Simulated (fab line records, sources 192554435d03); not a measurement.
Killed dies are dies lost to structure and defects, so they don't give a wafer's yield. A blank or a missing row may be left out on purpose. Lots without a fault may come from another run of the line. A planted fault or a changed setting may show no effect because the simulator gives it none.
Which tool did it? | flow n5_finfet | 21 lots, 63 wafers sampled, at 5 steps of a route of 1938

WHAT THE GAUGES READ, wafer by wafer
N5_BEOL_M11_OVL_MEAS_12. Usual: M11_OVL 0.4 nm, standard deviation 0.89.
lot  | measured     | on         | M11_OVL (nm)   | flag
L075 | day 11 04:47 | overlay-01 | 0.7 -0.6 -0.7  |
L076 | day 11 15:07 | overlay-02 | -0.9 0.7 0.8   |
L077 | day 11 15:11 | overlay-02 | 1.4 2.4 2.1    |
L078 | day 12 00:31 | overlay-01 | 0.9 1.2 1.4    |
L080 | day 12 16:36 | overlay-02 | 0.5 0.1 -0.2   |
L079 | day 12 16:47 | overlay-01 | 1.8 0.9 1.8    |
L085 | day 12 22:35 | overlay-01 | -0.8 -0.4 -0.7 |
L081 | day 12 22:46 | overlay-01 | -1.2 0.3 0.0   |
L083 | day 13 08:51 | overlay-02 | 1.9 0.4 1.7    |
L084 | day 13 12:17 | overlay-02 | 0.0 0.0 2.0    |
L087 | day 13 16:37 | overlay-02 | -0.6 -0.1 -1.8 |
L088 | day 13 19:26 | overlay-02 | -0.4 0.0 -0.6  |
L086 | day 13 19:37 | overlay-02 | 0.2 2.5 1.3    |
L089 | day 14 09:19 | overlay-02 | 0.6 0.1 -0.5   |
L091 | day 15 11:50 | overlay-02 | 0.1 0.0 0.3    |
L093 | day 15 12:22 | overlay-01 | 0.9 -0.3 0.4   |
L092 | day 15 18:35 | overlay-02 | -1.5 0.2 0.0   |
L094 | day 15 21:11 | overlay-01 | -0.7 0.3 -0.4  |
L095 | day 16 17:25 | overlay-01 | 0.0 1.7 0.1    |
L096 | day 17 05:30 | overlay-02 | 0.1 1.0 1.3    |
L097 | day 17 06:43 | overlay-01 | 2.3 0.5 1.0    |

N5_BEOL_M11_CD_MEAS_18: pitch 140 nm, target cd 70 nm. Usual: cd_nm 70.0 nm, standard deviation 0.67.
lot  | measured     | on        | cd_nm (nm)     | flag
L075 | day 11 05:19 | cd_sem-03 | 70.4 70.6 71.2 |
L076 | day 11 15:38 | cd_sem-02 | 70.5 70.5 70.3 |
L077 | day 11 15:42 | cd_sem-03 | 69.7 69.6 69.4 |
L078 | day 12 01:07 | cd_sem-03 | 70.3 69.3 69.1 |
L080 | day 12 17:07 | cd_sem-01 | 69.9 68.7 69.8 |
L079 | day 12 17:17 | cd_sem-03 | 70.0 70.7 70.5 |
L085 | day 12 23:25 | cd_sem-02 | 70.1 70.5 70.2 |
L081 | day 12 23:26 | cd_sem-02 | 69.4 69.8 69.2 |
L083 | day 13 09:29 | cd_sem-03 | 69.5 69.4 69.9 |
L084 | day 13 12:48 | cd_sem-01 | 70.8 69.7 69.4 |
L087 | day 13 17:07 | cd_sem-03 | 69.1 69.7 69.5 |
L088 | day 13 20:08 | cd_sem-01 | 69.8 70.7 69.8 |
L086 | day 13 20:26 | cd_sem-03 | 71.7 70.9 71.9 |
L089 | day 14 09:50 | cd_sem-01 | 69.1 69.0 70.4 |
L091 | day 15 12:22 | cd_sem-01 | 70.3 70.7 69.8 |
L093 | day 15 12:59 | cd_sem-01 | 70.0 69.2 70.7 |
L092 | day 15 19:05 | cd_sem-02 | 70.6 70.6 70.8 |
L094 | day 15 21:42 | cd_sem-02 | 69.4 69.5 70.0 |
L095 | day 16 17:58 | cd_sem-02 | 69.6 70.0 69.3 |
L096 | day 17 06:04 | cd_sem-02 | 69.7 68.4 69.4 |
L097 | day 17 07:24 | cd_sem-03 | 70.1 70.6 70.4 |

WHICH TOOL RAN EACH LOT (tool, then ch and the chambers of the sampled wafers, then the start)
lot  | N5_BEOL_M11_CURE_71           | N5_BEOL_M11_DESCUM_16              | N5_BEOL_M11_ETCH_62
L075 | uv_cure-01 ch 0, day 11 03:38 | rie_diel-03 ch 0,2, day 11 04:51   | rie_diel-03 ch 0,2, day 11 04:56
L076 | uv_cure-03 ch 1, day 11 12:30 | rie_diel-03 ch 0,2,3, day 11 15:10 | rie_diel-03 ch 0,2,3, day 11 15:16
L077 | uv_cure-03 ch 2, day 11 12:54 | rie_diel-02 ch 0,1,3, day 11 15:15 | rie_diel-02 ch 0,1,3, day 11 15:20
L078 | uv_cure-03 ch 2, day 11 21:56 | rie_diel-02 ch 0,1,3, day 12 00:35 | rie_diel-02 ch 0,1,3, day 12 00:40
L080 | uv_cure-02 ch 2, day 12 14:47 | rie_diel-02 ch 1,2, day 12 16:40   | rie_diel-02 ch 1,2, day 12 16:44
L079 | uv_cure-01 ch 1, day 12 14:47 | rie_diel-03 ch 0,1,3, day 12 16:50 | rie_diel-03 ch 0,1,3, day 12 16:55
L085 | uv_cure-03 ch 2, day 12 20:13 | rie_diel-03 ch 0,1, day 12 22:55   | rie_diel-03 ch 0,1, day 12 23:00
L081 | uv_cure-03 ch 1, day 12 21:11 | rie_diel-04 ch 1,2,3, day 12 22:58 | rie_diel-04 ch 1,2,3, day 12 23:02
L083 | uv_cure-03 ch 2, day 13 07:57 | rie_diel-03 ch 0,3, day 13 09:02   | rie_diel-03 ch 0,3, day 13 09:07
L084 | uv_cure-02 ch 2, day 13 09:25 | rie_diel-02 ch 0,1,2, day 13 12:21 | rie_diel-02 ch 0,1,2, day 13 12:26
L087 | uv_cure-01 ch 2, day 13 14:56 | rie_diel-03 ch 0,3, day 13 16:40   | rie_diel-03 ch 0,3, day 13 16:45
L088 | uv_cure-03 ch 2, day 13 17:29 | rie_diel-02 ch 1,2,3, day 13 19:41 | rie_diel-02 ch 1,2,3, day 13 19:46
L086 | uv_cure-01 ch 1, day 13 17:49 | rie_diel-03 ch 1,2, day 13 19:57   | rie_diel-03 ch 1,2, day 13 20:02
L089 | uv_cure-02 ch 0, day 14 08:10 | rie_diel-03 ch 1,2,3, day 14 09:23 | rie_diel-03 ch 1,2,3, day 14 09:31
L091 | uv_cure-01 ch 0, day 15 07:49 | rie_diel-03 ch 0,1, day 15 11:54   | rie_diel-03 ch 0,1, day 15 11:59
L093 | uv_cure-01 ch 1, day 15 08:37 | rie_diel-04 ch 0,2, day 15 12:25   | rie_diel-04 ch 0,2, day 15 12:30
L092 | uv_cure-01 ch 1, day 15 17:39 | rie_diel-03 ch 1,3, day 15 18:38   | rie_diel-03 ch 1,3, day 15 18:43
L094 | uv_cure-02 ch 1, day 15 18:28 | rie_diel-03 ch 2,3, day 15 21:15   | rie_diel-03 ch 2,3, day 15 21:20
L095 | uv_cure-03 ch 1, day 16 16:16 | rie_diel-03 ch 1,2,3, day 16 17:30 | rie_diel-03 ch 1,2,3, day 16 17:35
L096 | uv_cure-03 ch 0, day 17 03:03 | rie_diel-02 ch 0,1,2, day 17 05:34 | rie_diel-02 ch 0,1,2, day 17 05:39
L097 | uv_cure-03 ch 1, day 17 05:24 | rie_diel-03 ch 0,1,3, day 17 06:56 | rie_diel-03 ch 0,1,3, day 17 07:02
- N5_BEOL_M11_CURE_71: cures SiCOH lowk, time 240 s.
- N5_BEOL_M11_DESCUM_16: chemistry O2, time 7.9 s.
- N5_BEOL_M11_ETCH_62: etches SOC in N2/H2, target depth 110 nm, overetch 22 nm, time 165 s.

WHAT THE TOOLS THEMSELVES READ (means of the sampled wafers that have a number; where no wafer has one, the mark that the record gives instead)
N5_BEOL_M11_CURE_71. Usual: lamp_power_pct 52.31 %, standard deviation 0.053; wafer_temp_C_max 387.1, standard deviation 0.81.
lot  | tool       | lamp_power_pct (%) | wafer_temp_C_max | flag
L075 | uv_cure-01 | 52.32              | 387.8            |
L076 | uv_cure-03 | 52.28              | 388.1            |
L077 | uv_cure-03 | 52.31              | 386.5            |
L078 | uv_cure-03 | 52.32              | 386.6            |
L080 | uv_cure-02 | 52.34              | 386.0            |
L079 | uv_cure-01 | 52.32              | 388.1            |
L085 | uv_cure-03 | 52.28              | 386.8            |
L081 | uv_cure-03 | 52.31              | 387.1            |
L083 | uv_cure-03 | 52.31              | 386.5            |
L084 | uv_cure-02 | 52.26              | 386.2            |
L087 | uv_cure-01 | 52.32              | 386.8            |
L088 | uv_cure-03 | 52.27              | 386.8            |
L086 | uv_cure-01 | 52.26              | 387.3            |
L089 | uv_cure-02 | 52.33              | 386.0            |
L091 | uv_cure-01 | 52.33              | 388.0            |
L093 | uv_cure-01 | 52.28              | 388.3            |
L092 | uv_cure-01 | 52.33              | 388.1            |
L094 | uv_cure-02 | 52.32              | 387.4            |
L095 | uv_cure-03 | 52.31              | 387.0            |
L096 | uv_cure-03 | 52.33              | 387.5            |
L097 | uv_cure-03 | 52.33              | 387.3            |

N5_BEOL_M11_DESCUM_16. Usual: chamber_pressure_mTorr 20.001 mTorr, standard deviation 0.017; drypump_motor_current_A 5.7 A, standard deviation 0.37; oes_product_au 0.77 a.u., standard deviation 0.086; rf_fwd_power_W 49.50 W, standard deviation 0.17; rf_vpp_V 242.9 V, standard deviation 1.4; showerhead_plenum_p_Torr 2.07 Torr, standard deviation 0.072; throttle_valve_pct 20.40 %, standard deviation 0.26.
lot  | tool        | chamber_pressure_mTorr (mTorr) | drypump_motor_current_A (A) | oes_product_au (a.u.) | rf_fwd_power_W (W) | rf_vpp_V (V) | showerhead_plenum_p_Torr (Torr) | throttle_valve_pct (%) | flag
L075 | rie_diel-03 | 19.991                         | 5.9                         | 0.80                  | 49.52              | 241.7        | 2.01                            | 20.25                  |
L076 | rie_diel-03 | 19.990                         | 5.8                         | 0.75                  | 49.51              | 242.5        | 2.06                            | 20.37                  |
L077 | rie_diel-02 | 19.993                         | 5.7                         | 0.85                  | 49.64              | 242.3        | 2.05                            | 20.37                  |
L078 | rie_diel-02 | 20.007                         | 5.6                         | 0.85                  | 49.65              | 243.4        | 2.05                            | 20.39                  |
L080 | rie_diel-02 | 20.010                         | 6.2                         | 0.87                  | 49.43              | 242.9        | 2.05                            | 20.22                  |
L079 | rie_diel-03 | 20.005                         | 5.7                         | 0.75                  | 49.57              | 242.9        | 2.08                            | 20.28                  |
L085 | rie_diel-03 | 20.020                         | 5.8                         | 0.77                  | 49.54              | 242.8        | 2.06                            | 20.19                  |
L081 | rie_diel-04 | 19.993                         | 5.8                         | 0.83                  | 49.28              | 243.8        | 2.14                            | 20.40                  |
L083 | rie_diel-03 | 20.004                         | 5.6                         | 0.73                  | 49.57              | 243.6        | 2.11                            | 20.37                  |
L084 | rie_diel-02 | 20.001                         | 5.9                         | 0.85                  | 49.51              | 242.6        | 2.08                            | 20.30                  |
L087 | rie_diel-03 | 20.002                         | 5.8                         | 0.77                  | 49.51              | 243.0        | 2.06                            | 20.28                  |
L088 | rie_diel-02 | 19.995                         | 5.7                         | 0.78                  | 49.60              | 241.9        | 2.03                            | 20.55                  |
L086 | rie_diel-03 | 19.994                         | 5.8                         | 0.74                  | 49.59              | 242.6        | 2.04                            | 20.31                  |
L089 | rie_diel-03 | 19.996                         | 5.7                         | 0.71                  | 49.31              | 242.7        | 2.07                            | 20.41                  |
L091 | rie_diel-03 | 20.010                         | 5.8                         | 0.78                  | 49.46              | 242.6        | 2.03                            | 20.20                  |
L093 | rie_diel-04 | 19.992                         | 5.6                         | 0.89                  | 49.32              | 243.9        | 2.16                            | 20.22                  |
L092 | rie_diel-03 | 19.988                         | 5.6                         | 0.69                  | 49.48              | 243.5        | 2.12                            | 20.41                  |
L094 | rie_diel-03 | 20.013                         | 5.7                         | 0.68                  | 49.46              | 243.4        | 2.09                            | 20.53                  |
L095 | rie_diel-03 | 19.999                         | 5.7                         | 0.70                  | 49.46              | 243.0        | 2.07                            | 20.43                  |
L096 | rie_diel-02 | 20.007                         | 5.9                         | 0.80                  | 49.67              | 243.4        | 2.07                            | 20.34                  |
L097 | rie_diel-03 | 19.996                         | 5.7                         | 0.73                  | 49.68              | 243.3        | 2.07                            | 20.32                  |

N5_BEOL_M11_ETCH_62. Usual: bias_w 150.0 W, standard deviation 0.42; chamber_pressure_mTorr 30.00 mTorr, standard deviation 0.031; drypump_motor_current_A 5.8 A, standard deviation 0.37; oes_product_au 0.66 a.u., standard deviation 0.07; rf_fwd_power_W 837.9 W, standard deviation 2.5; rf_vpp_V 523.3 V, standard deviation 2.5; showerhead_plenum_p_Torr 2.52 Torr, standard deviation 0.086; throttle_valve_pct 17.85 %, standard deviation 0.22.
lot  | tool        | bias_w (W) | chamber_pressure_mTorr (mTorr) | drypump_motor_current_A (A) | oes_product_au (a.u.) | rf_fwd_power_W (W) | rf_vpp_V (V) | showerhead_plenum_p_Torr (Torr) | throttle_valve_pct (%) | flag
L075 | rie_diel-03 | 150.0      | 30.00                          | 6.0                         | 0.68                  | 837.5              | 520.8        | 2.45                            | 17.76                  |
L076 | rie_diel-03 | 150.0      | 29.98                          | 5.8                         | 0.64                  | 836.5              | 522.9        | 2.51                            | 17.83                  |
L077 | rie_diel-02 | 150.2      | 30.04                          | 5.7                         | 0.73                  | 838.3              | 522.7        | 2.50                            | 17.77                  |
L078 | rie_diel-02 | 150.0      | 30.01                          | 5.6                         | 0.73                  | 838.3              | 522.3        | 2.50                            | 17.77                  |
L080 | rie_diel-02 | 150.1      | 30.00                          | 6.2                         | 0.73                  | 837.6              | 522.3        | 2.51                            | 17.67                  |
L079 | rie_diel-03 | 149.9      | 30.00                          | 5.7                         | 0.64                  | 835.4              | 524.1        | 2.54                            | 17.73                  |
L085 | rie_diel-03 | 149.8      | 29.99                          | 5.8                         | 0.66                  | 838.1              | 522.7        | 2.51                            | 17.64                  |
L081 | rie_diel-04 | 150.2      | 30.00                          | 5.8                         | 0.70                  | 836.9              | 525.9        | 2.60                            | 17.79                  |
L083 | rie_diel-03 | 149.8      | 29.99                          | 5.6                         | 0.62                  | 838.1              | 524.9        | 2.57                            | 17.80                  |
L084 | rie_diel-02 | 150.2      | 29.99                          | 6.0                         | 0.72                  | 837.6              | 524.8        | 2.54                            | 17.80                  |
L087 | rie_diel-03 | 149.5      | 30.04                          | 5.8                         | 0.66                  | 836.3              | 523.5        | 2.51                            | 17.74                  |
L088 | rie_diel-02 | 150.2      | 29.97                          | 5.7                         | 0.66                  | 841.3              | 521.6        | 2.47                            | 17.94                  |
L086 | rie_diel-03 | 149.9      | 30.01                          | 5.8                         | 0.63                  | 839.2              | 522.4        | 2.50                            | 17.79                  |
L089 | rie_diel-03 | 149.7      | 30.02                          | 5.8                         | 0.61                  | 835.6              | 524.0        | 2.53                            | 17.86                  |
L091 | rie_diel-03 | 149.9      | 30.02                          | 5.8                         | 0.66                  | 838.6              | 521.4        | 2.47                            | 17.69                  |
L093 | rie_diel-04 | 150.7      | 30.00                          | 5.6                         | 0.75                  | 834.1              | 526.3        | 2.65                            | 17.77                  |
L092 | rie_diel-03 | 150.4      | 30.00                          | 5.6                         | 0.60                  | 837.6              | 525.3        | 2.59                            | 17.84                  |
L094 | rie_diel-03 | 150.1      | 30.00                          | 5.7                         | 0.59                  | 840.1              | 523.8        | 2.56                            | 17.96                  |
L095 | rie_diel-03 | 150.1      | 30.02                          | 5.7                         | 0.60                  | 839.2              | 523.1        | 2.52                            | 17.89                  |
L096 | rie_diel-02 | 150.4      | 30.01                          | 6.0                         | 0.69                  | 838.2              | 523.7        | 2.53                            | 17.85                  |
L097 | rie_diel-03 | 150.1      | 30.04                          | 5.7                         | 0.62                  | 837.7              | 523.6        | 2.53                            | 17.77                  |

THE ANSWER, worked out from the rows above alone
Rule: a lot is off if the mean of its wafers that have a number lies more than 3 standard deviations from the usual mean. A lot without any number at a reading at which 4 lots or more have one is off too. The other lots that the step has rows for count as sound. The gauges are gone through in route order, then the tools' own readings, and for those a lot's mean is taken as printed above. The first step at which some lot is off is used, and at that step the reading that is off furthest; a lot without a number counts as furthest.
No lot is off at any reading shown: from this, nothing can be told.

WHAT THE SIMULATOR HAD PUT IN
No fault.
